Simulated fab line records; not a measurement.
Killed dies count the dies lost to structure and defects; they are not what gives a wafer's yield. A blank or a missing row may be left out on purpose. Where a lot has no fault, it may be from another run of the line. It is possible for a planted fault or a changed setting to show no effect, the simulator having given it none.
Which tool is to blame? / flow n5Finfet / 36 wafers from 12 lots sampled at 3 of the route's 1938 steps

## WHAT THE GAUGES READ, wafer by wafer
N5_BEOL_M12_RS_MEAS_54: the measuring method here is four-point-probe.
lot=L074; measured=day 11 06:29; on=filmMetro-02; M12_RS (ohm/sq)=0.0606 0.0612 0.0596
lot=L077; measured=day 11 15:48; on=filmMetro-02; M12_RS (ohm/sq)=0.0597 0.0596 0.0596
lot=L080; measured=day 11 20:31; on=filmMetro-01; M12_RS (ohm/sq)=0.0610 0.0599 0.0605
lot=L083; measured=day 12 16:55; on=filmMetro-01; M12_RS (ohm/sq)=0.0610 0.0607 0.0617
lot=L082; measured=day 13 03:09; on=filmMetro-02; M12_RS (ohm/sq)=0.0606 0.0605 0.0602
lot=L084; measured=day 13 23:54; on=filmMetro-01; M12_RS (ohm/sq)=0.0587 0.0606 0.0606
lot=L087; measured=day 14 04:01; on=filmMetro-01; M12_RS (ohm/sq)=0.0594 0.0597 0.0587
lot=L089; measured=day 15 01:55; on=filmMetro-01; M12_RS (ohm/sq)=0.0599 0.0621 0.0626
lot=L091; measured=day 15 06:53; on=filmMetro-02; M12_RS (ohm/sq)=0.0607 0.0608 0.0600
lot=L094; measured=day 15 21:17; on=filmMetro-01; M12_RS (ohm/sq)=0.0601 0.0626 0.0600
lot=L095; measured=day 16 02:22; on=filmMetro-02; M12_RS (ohm/sq)=0.0611 0.0588 0.0607
lot=L097; measured=day 16 10:07; on=filmMetro-01; M12_RS (ohm/sq)=0.0593 0.0613 0.0591

## WHAT TOOL EACH LOT RAN ON (gives the tool, then ch and the chambers of the sampled wafers, and finally the start)
lot=L074; N5_BEOL_M12_ETCH_68=rieDiel-04 ch 0,2,3, day 11 02:07; N5_BEOL_M12_TRENCH_ETCH_34=rieDiel-04 ch 0,2,3, day 11 02:17
lot=L077; N5_BEOL_M12_ETCH_68=rieDiel-06 ch 0,1, day 11 12:15; N5_BEOL_M12_TRENCH_ETCH_34=rieDiel-06 ch 0,1, day 11 12:26
lot=L080; N5_BEOL_M12_ETCH_68=rieDiel-03 ch 1,3, day 11 17:17; N5_BEOL_M12_TRENCH_ETCH_34=rieDiel-03 ch 1,3, day 11 17:28
lot=L083; N5_BEOL_M12_ETCH_68=rieDiel-03 ch 1,2,3, day 12 15:02; N5_BEOL_M12_TRENCH_ETCH_34=rieDiel-03 ch 1,2,3, day 12 15:13
lot=L082; N5_BEOL_M12_ETCH_68=rieDiel-03 ch 1,2, day 12 21:16; N5_BEOL_M12_TRENCH_ETCH_34=rieDiel-03 ch 1,2, day 12 21:26
lot=L084; N5_BEOL_M12_ETCH_68=rieDiel-03 ch 0,1,2, day 13 21:11; N5_BEOL_M12_TRENCH_ETCH_34=rieDiel-03 ch 0,1,2, day 13 21:22
lot=L087; N5_BEOL_M12_ETCH_68=rieDiel-06 ch 0,1, day 13 23:59; N5_BEOL_M12_TRENCH_ETCH_34=rieDiel-06 ch 0,1, day 14 00:10
lot=L089; N5_BEOL_M12_ETCH_68=rieDiel-04 ch 1,3, day 14 21:19; N5_BEOL_M12_TRENCH_ETCH_34=rieDiel-04 ch 1,3, day 14 21:30
lot=L091; N5_BEOL_M12_ETCH_68=rieDiel-04 ch 0,3, day 15 03:32; N5_BEOL_M12_TRENCH_ETCH_34=rieDiel-04 ch 0,3, day 15 03:43
lot=L094; N5_BEOL_M12_ETCH_68=rieDiel-06 ch 0,3, day 15 15:38; N5_BEOL_M12_TRENCH_ETCH_34=rieDiel-06 ch 0,3, day 15 15:49
lot=L095; N5_BEOL_M12_ETCH_68=rieDiel-04 ch 0,2, day 15 22:56; N5_BEOL_M12_TRENCH_ETCH_34=rieDiel-04 ch 0,2, day 15 23:07
lot=L097; N5_BEOL_M12_ETCH_68=rieDiel-04 ch 0,2, day 16 07:38; N5_BEOL_M12_TRENCH_ETCH_34=rieDiel-04 ch 1,2, day 16 07:49
- N5_BEOL_M12_ETCH_68: etches SOC in N2/H2, time 285 s.
- N5_BEOL_M12_TRENCH_ETCH_34: etches SiOC in C4F8/O2/Ar, target depth 318.95 nm, time 125.5 s.

## THE ANSWER, worked out from the rows above alone
Rule: usual is defined by the lots themselves. Put in order of their means at a reading, lots are off if they are a third of the lots or fewer, leave a main group of 4 or more, and stand apart from it by a gap of 3 or more times the standard deviation of the main group's means; of several such gaps the widest counts. The tables above print the reading to a certain number of digits; a main group whose means all agree to those digits is not used. A lot without any number at a reading at which 4 lots or more have one is off too. The other lots that the step has rows for count as sound.
Nothing can be told from this: no lot is off at any reading shown.

## WHAT THE SIMULATOR HAD INSERTED
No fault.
